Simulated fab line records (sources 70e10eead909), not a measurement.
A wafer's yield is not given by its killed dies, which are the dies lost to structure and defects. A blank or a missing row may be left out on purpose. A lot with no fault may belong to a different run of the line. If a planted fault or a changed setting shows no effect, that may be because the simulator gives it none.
fab line records    flow nand_harc
record lots=13  wafers=39  last_day=25
route steps=1159 shown A_SLIT@790 A_WL_FILL@814 END@1159
lots untouched by any fault: they come from a run of this same line in which no faults occurred
start_h: hours from the record's opening day to when the first of the lot's shown wafers began    wait_h: time in hours since the lot's previous step    " repeats the value in the row above    L1.1+2: one row covering several wafers at once    - value missing, or start not given    * or withheld: withheld    < > ~ a bound
route shown NAME@n: a module of which the file shows steps, and the number in the route of the first    usual: average and standard deviation across the fault-free wafers    same: alike in all rows    chamber/n: place in a boat    sites: each site's reading    _std_site: the standard deviation of these    _edge_site: mean of outer sites minus mean of inner sites    radius_mm: for every site, how far away it sits from the centre of the wafer    mask NAME#n: copy n    behind: tool/chamber where the wafer was last shaped    hold: the reason the lot was held/the length of the hold in hours/how it ended    device: the transistor (n, p or np) that didn't switch    end of line: the tests these same wafers got at the end of their route    a step without rows: its recipe alone    killed: dies lost to structure and defects at the first sort, not the wafer's yield    map: a wafer's dies, marking killed ones x, the rest . and places with no die _
set.NAME: the setting the step ran with; set.NAME@STEP: the setting that earlier step ran with    model.NAME: the simulator's own value behind a step, which no gauge read
the route's steps for a sample of lots (tables are steps, rows are wafers)
services: a tool's chamber out of use, with start hour (start_h, from the record's first day; less than 0 if before it), hours out, and reason
## steps
# step NHARC_A_SLIT_CD_MEAS_09
# recipe target_cd_nm=300  landing_energy_ev=500
# usual cd_nm=299.9/0.61
lot.wafer  tool       chamber  start_h  wait_h  cd_nm
L956.1     cd_sem-03  0        321.52   -       299.5
L956.2     "          0        "        "       300.1
L956.6     "          0        "        "       298.8
L957.2     cd_sem-01  0        332.39   -       299.6
L957.4     "          0        "        "       300.1
L957.5     "          0        "        "       299.7
L958.1     cd_sem-01  0        332.54   -       299.5
L958.3     "          0        "        "       299.7
L958.6     "          0        "        "       299.0
L959.2     cd_sem-02  0        344.45   -       299.6
L959.4     "          0        "        "       301.6
L959.6     "          0        "        "       300.6
L961.1     cd_sem-01  0        356.63   -       299.2
L961.3     "          0        "        "       299.5
L961.6     "          0        "        "       300.3
L962.1     cd_sem-01  0        384.55   -       300.0
L962.5     "          0        "        "       298.6
L962.6     "          0        "        "       299.3
L973.1     cd_sem-01  0        423.51   -       300.0
L973.3     "          0        "        "       300.0
L973.5     "          0        "        "       300.5
L970.1     cd_sem-01  0        424.06   -       299.2
L970.3     "          0        "        "       299.4
L970.4     "          0        "        "       299.3
L971.2     cd_sem-02  0        425.39   -       300.4
L971.4     "          0        "        "       300.5
L971.6     "          0        "        "       300.1
L972.1     cd_sem-02  0        435.18   -       300.1
L972.2     "          0        "        "       300.3
L972.4     "          0        "        "       300.4
L978.1     cd_sem-03  0        456.05   -       300.4
L978.5     "          0        "        "       299.8
L978.6     "          0        "        "       300.8
L975.2     cd_sem-01  0        456.99   -       299.9
L975.3     "          0        "        "       300.4
L975.5     "          0        "        "       299.9
L977.1     cd_sem-03  0        462.15   -       300.5
L977.4     "          0        "        "       300.6
L977.6     "          0        "        "       301.0
# step NHARC_A_SLIT_ETCH_17
# recipe bias_v=900  source_w=withheld  pressure_mtorr=20  ar_flow_sccm=375  c4f8_flow_sccm=83.3  o2_flow_sccm=41.7  time_s=1687.5  target_depth_a=1.01e+05  chemistry=C4F8/O2/Ar
# usual drypump_motor_current_A=5.5/0.5  showerhead_plenum_p_Torr=3.776/0.013  throttle_valve_pct=32.045/0.011
# same time_s=1687.5
lot.wafer  tool         chamber  start_h  wait_h  drypump_motor_current_A  rf_hours_counter_h  showerhead_plenum_p_Torr  throttle_valve_pct
L956.1     har_etch-02  0        322.80   -       5.6                      171                 3.793                     32.028
L956.2     "            1        "        "       5.0                      171                 3.783                     32.039
L956.6     "            1        "        "       5.0                      -                   3.783                     32.061
L957.2     har_etch-02  1        333.37   -       5.0                      173                 3.782                     32.045
L957.4     "            1        "        "       5.0                      -                   3.782                     32.051
L957.5     "            0        "        "       5.6                      -                   3.793                     32.047
L958.1     har_etch-02  0        335.29   -       5.6                      174                 3.792                     32.052
L958.3     "            0        "        "       5.6                      -                   3.792                     32.048
L958.6     "            1        "        "       5.0                      -                   3.781                     32.039
L959.2     har_etch-02  0        345.65   -       5.5                      183                 3.787                     32.051
L959.4     "            0        "        "       5.5                      -                   3.787                     32.036
L959.6     "            1        "        "       5.0                      -                   3.776                     32.034
L961.1     har_etch-02  0        357.98   -       5.6                      189                 3.784                     32.041
L961.3     "            1        "        "       5.0                      -                   3.773                     32.029
L961.6     "            1        "        "       5.0                      -                   3.773                     32.060
L962.1     har_etch-01  0        388.01   -       5.3                      26                  3.790                     32.033
L962.5     "            0        "        "       5.3                      -                   3.791                     32.035
L962.6     "            1        "        "       6.4                      -                   3.790                     32.043
L973.1     har_etch-02  1        425.24   -       5.0                      222                 3.754                     32.025
L973.3     "            1        "        "       5.0                      -                   3.754                     32.050
L973.5     "            0        "        "       5.6                      -                   3.765                     32.041
L970.1     har_etch-02  1        426.93   -       5.0                      224                 3.754                     32.060
L970.4     "            1        "        "       5.0                      -                   3.754                     32.042
L970.3     "            0        "        "       5.6                      -                   3.765                     32.048
L971.2     har_etch-02  0        428.61   -       5.5                      225                 3.763                     32.048
L971.4     "            1        "        "       5.0                      -                   3.753                     32.045
L971.6     "            0        "        "       5.6                      -                   3.763                     32.047
L972.2     har_etch-02  1        436.13   -       5.0                      227                 3.752                     32.032
L972.1     "            0        "        "       5.6                      227                 3.763                     32.060
L972.4     "            1        "        "       5.0                      -                   3.752                     32.073
L978.1     har_etch-01  0        457.02   -       5.3                      55                  3.774                     32.040
L978.5     "            0        458.02   -       5.3                      -                   3.774                     32.053
L978.6     "            1        "        "       6.4                      -                   3.774                     32.040
L975.2     har_etch-01  1        458.70   -       6.5                      57                  3.773                     32.045
L975.3     "            1        "        "       6.4                      -                   3.773                     32.052
L975.5     "            1        "        "       6.4                      -                   3.773                     32.045
L977.1     har_etch-01  1        464.40   -       6.4                      60                  3.771                     32.043
L977.4     "            1        "        "       6.4                      -                   3.772                     32.040
L977.6     "            1        "        "       6.4                      -                   3.771                     32.048
# step NHARC_A_SLIT_ETCH_29
# recipe target_depth_a=1000  overetch_a=100  time_s=55  ion_energy_ev=100  cf4_flow_sccm=80  o2_flow_sccm=20  ar_flow_sccm=0  rf_w=300  bias_w=100  chemistry=CF4/O2
# usual drypump_motor_current_A=5.84/0.26  oes_o_777_au=0.999/0.0048  oes_product_au=0.998/0.014  rf_vpp_V=197.9/1.4  showerhead_plenum_p_Torr=1.34/0.058  throttle_valve_pct=13.397/0.0093
# same time_s=55
lot.wafer  tool         chamber  start_h  wait_h  drypump_motor_current_A  oes_o_777_au  oes_product_au  rf_hours_counter_h  rf_vpp_V  showerhead_plenum_p_Torr  throttle_valve_pct
L956.1     rie_diel-01  3        324.91   0.1     5.82                     0.991         0.989           0                   195.7     1.33                      13.398
L956.2     "            0        "        "       6.03                     0.996         1.016           0                   197.6     1.40                      13.388
L956.6     "            3        "        "       5.82                     1.005         0.991           -                   198.8     1.33                      13.395
L957.2     rie_diel-09  0        335.50   0.1     5.82                     1.002         1.007           6                   200.6     1.43                      13.388
L957.5     "            0        "        "       5.85                     0.993         1.002           -                   199.8     1.43                      13.391
L957.4     "            1        "        "       5.61                     1.001         1.009           -                   197.0     1.28                      13.397
L958.1     rie_diel-07  0        337.15   0.1     5.60                     1.002         0.978           9                   197.8     1.33                      13.393
L958.3     "            2        "        "       6.05                     1.003         1.000           9                   197.9     1.34                      13.403
L958.6     "            1        "        "       5.97                     0.998         1.012           -                   197.7     1.28                      13.388
L959.2     rie_diel-09  0        347.49   0.1     5.80                     0.994         1.018           7                   200.5     1.43                      13.382
L959.4     "            2        "        "       5.71                     1.004         0.997           7                   197.0     1.30                      13.391
L959.6     "            0        "        "       5.80                     1.000         1.003           -                   198.3     1.43                      13.384
L961.1     rie_diel-09  1        359.84   0.1     5.65                     0.994         1.014           8                   198.5     1.28                      13.400
L961.3     "            3        "        "       5.28                     0.997         1.001           6                   198.7     1.43                      13.398
L961.6     "            0        "        "       5.80                     0.994         1.020           -                   200.0     1.43                      13.380
L962.1     rie_diel-07  0        390.12   0.1     5.61                     1.007         0.968           13                  197.3     1.33                      13.394
L962.6     "            1        "        "       5.90                     1.002         1.002           -                   195.2     1.28                      13.409
L962.5     "            2        "        "       6.04                     0.998         1.012           -                   197.8     1.34                      13.407
L973.3     rie_diel-07  0        427.36   0.1     5.63                     1.007         0.973           1                   198.2     1.33                      13.394
L973.1     "            2        "        "       6.11                     1.000         0.986           1                   198.5     1.34                      13.396
L973.5     "            3        "        "       6.26                     0.999         1.020           -                   196.0     1.25                      13.400
L970.1     rie_diel-07  0        429.04   0.1     5.62                     0.986         0.979           1                   197.9     1.33                      13.390
L970.4     "            1        "        "       6.03                     0.989         0.998           1                   195.7     1.28                      13.387
L970.3     "            3        "        "       6.29                     1.000         1.018           1                   197.1     1.25                      13.405
L971.2     rie_diel-07  1        430.69   0.1     5.91                     0.999         0.988           1                   194.7     1.28                      13.390
L971.4     "            2        "        "       6.06                     1.004         0.991           1                   198.2     1.34                      13.389
L971.6     "            3        "        "       6.25                     1.001         1.007           -                   194.9     1.25                      13.406
L972.4     rie_diel-07  1        438.70   0.5     5.92                     1.002         1.004           2                   197.0     1.28                      13.400
L972.2     "            2        "        "       6.08                     1.001         1.000           1                   199.5     1.34                      13.402
L972.1     "            3        "        "       6.29                     0.996         1.019           1                   196.4     1.24                      13.401
L978.1     rie_diel-01  0        459.13   0.1     6.07                     0.992         1.011           8                   198.7     1.39                      13.401
L978.5     "            0        "        "       6.06                     0.996         1.005           -                   199.7     1.39                      13.386
L978.6     "            1        "        "       5.39                     0.997         0.986           -                   199.0     1.36                      13.400
L975.2     rie_diel-09  3        460.81   0.1     5.31                     1.006         1.023           1                   198.8     1.43                      13.393
L975.3     "            2        "        "       5.71                     1.003         0.986           1                   195.1     1.29                      13.380
L975.5     "            3        "        "       5.29                     0.997         1.019           -                   201.5     1.43                      13.390
L977.1     rie_diel-01  1        466.51   0.1     5.38                     0.996         0.986           7                   198.1     1.36                      13.408
L977.4     "            2        "        "       6.01                     0.995         0.973           9                   200.8     1.41                      13.397
L977.6     "            1        "        "       5.43                     0.998         0.977           -                   198.2     1.36                      13.393
# step NHARC_A_WL_FILL_ETCHBACK_04
# recipe target_depth_a=600  time_s=120  chemistry=NF3
# usual drypump_motor_current_A=5.6/0.32  oes_product_au=1.004/0.0081
# same time_s=120
lot.wafer  tool          chamber  start_h  wait_h  drypump_motor_current_A  oes_product_au  rf_hours_counter_h
L956.1     rie_metal-02  1        338.56   2.9     6.0                      1.014           3.1
L956.2     "             0        "        "       5.8                      0.993           3.1
L956.6     "             0        "        "       5.8                      0.999           -
L958.1     rie_metal-03  0        350.63   2.4     5.3                      1.019           1.6
L958.3     "             0        "        "       5.3                      1.018           -
L958.6     "             0        "        "       5.3                      1.012           -
L957.2     rie_metal-01  0        351.20   2.4     5.1                      1.011           0.1
L957.4     "             0        "        "       5.0                      1.008           -
L957.5     "             1        "        "       5.6                      1.015           -
L959.2     rie_metal-02  1        363.63   2.4     6.0                      1.003           3.9
L959.4     "             1        "        "       6.0                      0.994           -
L959.6     "             1        "        "       6.0                      1.002           -
L961.1     rie_metal-01  0        377.30   2.4     5.1                      1.000           1.1
L961.3     "             0        "        "       5.1                      1.003           -
L961.6     "             1        "        "       5.7                      1.008           -
L962.1     rie_metal-03  0        409.95   2.9     5.3                      0.748           3.1
L962.6     "             0        "        "       5.3                      0.757           -
L962.5     "             1        "        "       5.8                      0.996           -
L970.1     rie_metal-02  1        444.55   2.4     6.0                      1.011           1.1
L970.3     "             0        "        "       5.8                      1.010           -
L970.4     "             1        "        "       6.0                      1.010           -
L973.1     rie_metal-01  1        444.98   2.9     5.6                      0.999           2.6
L973.3     "             1        "        "       5.6                      1.005           -
L973.5     "             1        "        "       5.6                      1.000           -
L971.2     rie_metal-03  0        447.37   2.9     5.3                      0.753           4.4
L971.4     "             1        "        "       5.8                      0.991           -
L971.6     "             0        "        "       5.3                      0.748           -
L972.1     rie_metal-01  1        451.21   2.4     5.6                      0.994           3.0
L972.2     "             0        "        "       5.1                      0.992           3.0
L972.4     "             0        "        "       5.0                      0.992           -
L978.1     rie_metal-02  0        476.20   2.9     5.8                      0.999           2.2
L978.6     "             1        "        "       6.0                      1.005           -
L978.5     "             0        "        "       5.8                      1.012           -
L975.2     rie_metal-01  1        477.47   2.9     5.6                      1.010           3.7
L975.3     "             1        "        "       5.7                      1.009           -
L975.5     "             1        "        "       5.7                      1.009           -
L977.1     rie_metal-02  0        491.19   2.4     5.7                      1.003           2.6
L977.4     "             0        "        "       5.7                      1.007           -
L977.6     "             1        "        "       6.0                      1.013           -
# step NHARC_END_SORT_01
# recipe temp_c=25
# usual killed_at_array=24/8.7  killed_at_other=0.8/1.2  killed_at_periphery=3.6/2.3  killed_dies=28/8.9  killed_open=3.2/1.9  killed_short=2.0/1.6
# same gross_dies=677
lot.wafer  tool       chamber  start_h  wait_h  killed_at_array  killed_at_other  killed_at_periphery  killed_dies  killed_open  killed_short
L962.1     prober-01  0        504.42   2.4     671              3                3                    677          4            2
L962.5     prober-01  0        507.66   3.7     26               1                0                    27           2            3
L962.6     prober-01  0        508.47   4.1     676              0                1                    677          2            2
L971.2     prober-01  0        562.53   2.8     675              0                2                    677          5            3
L971.4     prober-01  0        564.14   3.4     28               0                1                    29           2            5
L971.6     prober-01  0        565.75   4.0     672              2                3                    677          1            4
# killed by level:class
L962.1 A_WL_FILL:area_etchback=647 A_CHANNEL_HOLE_D1:chamber_film_flake=14 A_CONTACT:chamber_film_flake=4 THIN_TSV:chamber_film_flake=3 A_ONON_D1:geometric_particle:open=2 A_STAIRCASE:chamber_film_flake=2 P_CONTACT:geometric_particle:open=1 P_M2:geometric_particle:open=1
L962.5 A_CHANNEL_HOLE_D1:chamber_film_flake=14 A_STAIRCASE:chamber_film_flake=4 A_CHANNEL_FILL_D1:geometric_particle:short=2 A_CONTACT:geometric_particle:open=2 A_ONON_D1:geometric_particle:short=1 A_ZERO_WELL:chamber_film_flake=1 A_WL_FILL:chamber_film_flake=1 A_CONTACT:chamber_film_flake=1
L962.6 A_WL_FILL:area_etchback=651 A_CHANNEL_HOLE_D1:chamber_film_flake=17 A_STAIRCASE:chamber_film_flake=2 A_SGD_CUT:geometric_particle:short=1 A_WL_FILL:geometric_particle:open=1 A_WL_FILL:geometric_particle:short=1 A_CONTACT:geometric_particle:open=1 P_GATE:chamber_film_flake=1
L971.2 A_WL_FILL:area_etchback=639 A_SLIT:chamber_film_flake=18 A_CHANNEL_HOLE_D1:chamber_film_flake=8 A_CONTACT:geometric_particle:open=3 A_CONTACT:chamber_film_flake=3 P_M1:geometric_particle:open=1 P_M2:geometric_particle:short=1 A_ONON_D1:geometric_particle:short=1
L971.4 A_SLIT:chamber_film_flake=12 A_CHANNEL_HOLE_D1:chamber_film_flake=6 A_STAIRCASE:chamber_film_flake=3 A_ONON_D1:geometric_particle:short=2 P_M0:geometric_particle:short=1 A_CHANNEL_FILL_D1:geometric_particle:open=1 A_STAIRCASE:geometric_particle:short=1 A_CONTACT:geometric_particle:open=1
L971.6 A_WL_FILL:area_etchback=638 A_SLIT:chamber_film_flake=15 A_CHANNEL_HOLE_D1:chamber_film_flake=13 P_GATE:geometric_particle:short=2 A_STAIRCASE:chamber_film_flake=2 THIN_TSV:chamber_film_flake=2 A_WL_FILL:geometric_particle:short=1 A_BLC:geometric_particle:open=1
## services
tool          chamber  start_h  hours  kind
har_etch-01   -        305.00   17.0   pm
rie_diel-07   0        310.70   -      clean
rie_diel-07   1        310.70   -      clean
rie_diel-07   2        310.70   -      clean
rie_diel-07   3        310.70   -      clean
rie_diel-01   -        314.82   9.0    pm
har_etch-01   -        331.39   16.1   repair
rie_metal-01  -        332.00   9.0    pm
rie_diel-09   3        334.52   5.4    repair
rie_diel-07   0        335.26   -      clean
rie_diel-07   0        343.96   13.7   repair
rie_diel-01   1        355.72   4.7    repair
rie_metal-01  -        381.17   0.7    repair
rie_metal-02  -        388.06   9.0    pm
rie_metal-03  -        396.47   0.5    repair
rie_metal-03  -        401.76   0.6    repair
rie_diel-07   -        405.20   9.0    pm
rie_diel-07   3        430.88   7.1    repair
rie_diel-09   -        431.10   9.0    pm
rie_diel-07   2        432.46   5.2    repair
rie_metal-03  0        450.61   4.3    repair
rie_diel-07   3        451.75   2.3    repair
rie_metal-03  -        453.00   9.0    pm
rie_diel-09   -        458.28   1.2    repair
## key
first_sign step=NHARC_A_WL_FILL_ETCHBACK_04  reading=oes_product_au  direction=down  sigmas=31  usual=1.004  struck=0.751
effect step=NHARC_END_SORT_01  reading=killed_at_array  direction=up  sigmas=74  usual=24  struck=674
more_kills_born_at NHARC_A_WL_FILL_ETCHBACK_04@rie_metal-03=2575
met_at NHARC_A_WL_FILL_ETCHBACK_04
struck_lots L962,L971
struck_wafers L962.1,L962.6,L971.2,L971.6
later_rows_left_out L962.1,L962.6,L971.2,L971.6
tester_left_out L962,L971
not_acting_at NHARC_A_SLIT_CD_MEAS_09,NHARC_A_SLIT_ETCH_17,NHARC_A_SLIT_ETCH_29
onset_between 350.63 409.95
fault kind=process_parameter_drift  tool=rie_metal-03  chamber=0  onset_h=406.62  steps=NHARC_A_WL_FILL_ETCHBACK_04  channel=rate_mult  offset=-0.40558  shape=step  end_h=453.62
# tester_left_out: of these lots the tester's yield and bins aren't shown, on N5 and GAA mostly nor the transistor test; their killed dies are dies lost to structure and defects alone, not to doping, threshold or leakage, so they don't give the yield
# later_rows_left_out: the simulator's readings of these wafers behind a module that went badly wrong aren't trusted and aren't shown, but for the sort
